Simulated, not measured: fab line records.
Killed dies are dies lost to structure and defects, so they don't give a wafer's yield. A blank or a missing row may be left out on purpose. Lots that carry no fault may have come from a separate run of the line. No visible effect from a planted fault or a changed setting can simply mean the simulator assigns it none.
Struck lot and sound lot, side by side | flow n5Finfet | 37 steps out of a route of 1938
Sound: the wafers L780.1, L780.2, L780.5. Struck: wafer L781.5 (left out: L781.1, L781.4 of the same lot, which were not struck); the cause appears at the end.
For every step that has rows: the tool of each side, followed by ch and its chambers, followed by its first start. Under that, the readings that differ: sound wafers | struck wafers | difference of the means | sigmas: that difference in standard deviations of wafers without a fault.
alike: words and numbers the same on both sides, and readings whose means are apart by under 2 such deviations; not compared: readings that were withheld, readings missing a value for some wafer, numbers with overlapping values and no deviation given by the record, and bounds like >300 which may hide the same value.
Wherever a step has rows on one side only, a row that says differs or no value, or a row with sigmas, the two part there. Numbers that have no deviation but don't overlap get no sigmas and don't part them. A reading that every wafer of one side lacks parts them only if that side has two wafers or more.

first, 9 steps without rows for these wafers: N5_BEOL_M6_ALD_77 (deposits TaN, target thk 2 nm, pulse time 2 s, purge time 3 s); N5_BEOL_M6_SURFACE_TREAT_79; N5_BEOL_M6_CVD_78 (deposits Co from CCTBA/H2, target thk 2 nm, time 142.3 s); N5_BEOL_M6_SPUTTER_48 (material Cu, target thk 10 nm, time 1.667 s); N5_BEOL_M6_ECD_50 (material Cu, target thk 300 nm); N5_BEOL_M6_ANNEAL_51 (time 90 s); N5_BEOL_M6_CMP_52 (polishes, stops on SiCOH lowk, t overpolish 6.9 s, target thk 80 nm); N5_BEOL_M6_PRE_CLEAN_55 (time 15 s); N5_BEOL_M6_DEP_56 (deposits SiCN from 3MS/NH3, target thk 10 nm, time 17.5 s).
N5_BEOL_M7_ILD_DEP_00: deposits SiCOH lowk from DEMS/porogen, target thk 179.75 nm, time 33.4 s.
  sound on pecvd-01 ch 0,1,2, day 13 20:51; struck on pecvd-01 ch 1, day 15 00:04
reading                                           | sound             | struck | difference | sigmas
model.SiCOH_lowk_of_BEOL_M7_ILD_DEP_00.thkNm (nm) | 178.8 177.4 179.6 | 246.2  | +67.6      | 
  alike: heaterPowerW, showerheadPlenumPTorr, throttleValvePct
then, 1 step without rows for these wafers: N5_BEOL_M7_CURE_74 (cures SiCOH lowk, time 240 s).
N5_BEOL_M7_THK_MEAS_01:
  sound: filmMetro-01 at day 13 21:25; struck: filmMetro-02 at day 15 00:39
reading         | sound             | struck | difference | sigmas
M7_ILD_THK (nm) | 154.1 153.0 155.0 | 213.1  | +59.1      | +27
then, 23 steps without rows for these wafers: N5_BEOL_M7_PECVD_70 (deposits SiO2 from TEOS/O2, target thk 20 nm, time 22.7 s); N5_BEOL_M7_HM_DEP_02 (deposits TiN, target thk 20 nm); N5_BEOL_M7_COAT_59 (time 60 s, resist thk 100 nm); N5_BEOL_M7_COAT_60 (time 60 s, resist thk 35 nm); N5_BEOL_M7_COAT_05 (resist thk 90 nm); N5_BEOL_M7_EBR_07; N5_BEOL_M7_SOFTBAKE_06 (time 60 s); N5_BEOL_M7_EXPOSE_08 (exposes mask M7); N5_BEOL_M7_PEB_09 (peb time 60 s); N5_BEOL_M7_DEVELOP_10 (develop time 30 s); N5_BEOL_M7_DESCUM_16 (chemistry O2, time 7.9 s); N5_BEOL_M7_ETCH_61 (etches SiARC in CF4, target depth 45.5 nm, time 75.8 s); N5_BEOL_M7_ETCH_62 (etches SOC in N2/H2, target depth 110 nm, overetch 22 nm, time 165 s); N5_BEOL_M7_STRIP_68 (strips in N2/H2); N5_BEOL_M7_STRIP_67 (strips in CF4); N5_BEOL_M7_HM_OPEN_17 (chemistry Cl2/BCl3, target TiN, target depth 20 nm, overetch 6 nm); N5_BEOL_M7_STRIP_19 (strips in O2); N5_BEOL_M7_COAT_63 (time 60 s, resist thk 60 nm); N5_BEOL_M7_COAT_64 (time 60 s, resist thk 12 nm); N5_BEOL_M7_COAT_71 (time 60 s, resist thk 5 nm); N5_BEOL_M7_COAT_22 (resist thk 30 nm); N5_BEOL_M7_EBR_24; N5_BEOL_M7_SOFTBAKE_23 (time 60 s).
N5_BEOL_M7_CMP_52: polishes, stops on SiCOH lowk, t overpolish 6.9 s, target thk 80 nm.
  sound on cmp-03 ch 0,1,3, day 14 02:55; struck on cmp-02 ch 0, day 15 05:52
reading                                           | sound         | struck | difference | sigmas
model.SiCOH_lowk_of_BEOL_M7_ILD_DEP_00.thkNm (nm) | 151.2 150 152 | 210.2  | +59.1      | 
  alike: headPressurePsi, motorCurrentA
following that, these wafers have no rows for 1 step: N5_PASSIVATION_PROBE_49.

## WHERE THEY PART
Only at N5_BEOL_M7_THK_MEAS_01, as far as this record shows. Later steps at which nothing parts them and some readings are alike: N5_BEOL_M7_CMP_52.

WHY: what had been put in by the simulator
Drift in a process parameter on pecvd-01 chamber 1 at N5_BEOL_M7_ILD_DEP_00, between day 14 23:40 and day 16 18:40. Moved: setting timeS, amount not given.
